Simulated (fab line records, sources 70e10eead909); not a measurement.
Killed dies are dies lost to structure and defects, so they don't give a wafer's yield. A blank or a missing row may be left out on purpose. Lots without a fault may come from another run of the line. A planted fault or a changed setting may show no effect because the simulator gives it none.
Chamber matching | flow nand_harc | NHARC_A_CONTACT_DESCUM_13 on rie_diel-03: 4 sister chambers
The step chemistry O2, time 3 s. 7 wafers are shown with their chamber, then 7 later ones without.

WAFERS WITH THEIR CHAMBER
wafer  | chamber | showerhead_plenum_p_Torr (Torr) | drypump_motor_current_A (A)
L084.2 | 3       | 1.82                            | 5.2
L087.3 | 2       | 1.96                            | 5.8
L090.1 | 0       | 1.91                            | 5.7
L090.4 | 1       | 1.82                            | 5.3
L090.5 | 0       | 1.91                            | 5.7
L088.1 | 2       | 1.95                            | 5.7
L088.2 | 1       | 1.82                            | 5.3

WAFERS WITHOUT THEIR CHAMBER
wafer  | showerhead_plenum_p_Torr (Torr) | drypump_motor_current_A (A)
L088.3 | 1.81                            | 5.2
L089.1 | 1.91                            | 5.7
L089.4 | 1.95                            | 5.8
L089.5 | 1.81                            | 5.2
L093.1 | 1.82                            | 5.2
L093.3 | 1.91                            | 5.7
L093.6 | 1.82                            | 5.3

WHICH CHAMBER EACH WENT THROUGH
wafer  | from the rows above     | in truth
L088.3 | can't be placed: 3 or 1 | 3
L089.1 | 0                       | 0
L089.4 | 2                       | 2
L089.5 | can't be placed: 3 or 1 | 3
L093.1 | 3                       | 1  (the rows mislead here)
L093.3 | 0                       | 0
L093.6 | 1                       | 1
Placed correctly: 4 of 7. Can't be placed from these rows: 2 (the true chamber is among the candidates in 2). Placed wrongly: 1.
How it was worked out, from the rows above alone: a wafer's distance from a chamber is the root of the sum, over the readings, of the square of ((its reading less the chamber's mean) divided by the reading's scatter). The wafer belongs to the nearest chamber; if the next one is less than 2 further off, it can't be placed. A chamber's mean is the mean of its shown wafers. The scatter: the root of (the sum of the squares of (reading less its chamber's mean) over the shown wafers, divided by (wafers less chambers)).
